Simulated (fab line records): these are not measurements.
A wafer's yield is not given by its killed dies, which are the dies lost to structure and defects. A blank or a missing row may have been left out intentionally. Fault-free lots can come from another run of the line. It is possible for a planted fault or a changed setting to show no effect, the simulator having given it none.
Matching of chambers -- flow nand_harc -- NHARC_P_CONTACT_ETCH_35 on rie_diel-13: 4 sister chambers
The step etches the open film in CF4, target depth 39 nm, time 65 s. 16 wafers are shown with their chamber, then 7 later ones without.

WAFERS WITH THEIR CHAMBER
wafer,chamber,drypump_motor_current_A (A),rf_vpp_V (V),chamber_pressure_mTorr (mTorr)
L074.2,1,6.0,149.5,49.99
L074.3,0,5.8,152.5,49.95
L074.5,0,5.8,152.4,49.96
L075.2,0,5.8,151.5,49.97
L075.3,1,6.0,149.7,49.94
L075.4,1,6.0,149.4,50.03
L077.1,1,6.0,149.9,49.90
L077.4,2,6.1,151.5,49.98
L077.6,3,5.6,152.9,50.06
L078.2,0,5.8,153.1,49.99
L078.3,1,6.0,151.8,50.04
L078.6,2,6.1,151.0,49.91
L082.5,2,6.0,151.8,49.97
L082.6,1,6.0,148.6,50.02
L089.3,0,5.8,151.1,49.92
L089.4,1,6.0,150.6,50.01

SIGNATURES, as means of the wafers listed above
reading,chamber 0,chamber 1,chamber 2,chamber 3,scatter within a chamber
drypump_motor_current_A,5.800,6.000,6.067,5.600,0.0236
rf_vpp_V,152.120,149.929,151.433,152.900,0.874
chamber_pressure_mTorr,49.9580,49.9900,49.9533,50.0600,0.0424
Rule: for a wafer and a chamber, the distance is found by dividing, reading by reading, the gap between the wafer's reading and the chamber's mean by the reading's scatter, squaring, summing and taking the root. If the next closest chamber is less than 2 further off than the closest, the wafer can't be placed; otherwise it belongs to the closest. The scatter: take each reading less its chamber's mean, square it, sum over the shown wafers, divide by the number of wafers less the number of chambers, and take the root.

WAFERS WHOSE CHAMBER IS MISSING
wafer,drypump_motor_current_A (A),rf_vpp_V (V),chamber_pressure_mTorr (mTorr)
L089.5,5.6,151.7,50.07
L093.1,6.0,150.3,50.02
L093.4,5.6,151.5,50.02
L093.6,5.8,150.8,49.99
L094.2,6.0,150.8,50.00
L094.3,5.8,152.5,50.04
L094.4,5.8,153.1,50.02

THE CHAMBER EACH PASSED THROUGH
wafer,from the rows above,in truth
L089.5,3,3
L093.1,1,1
L093.4,3,3
L093.6,0,0
L094.2,1,1
L094.3,0,0
L094.4,0,0
7 of 7 placed correctly. Not placeable from these rows: 0. Placed wrongly: 0.
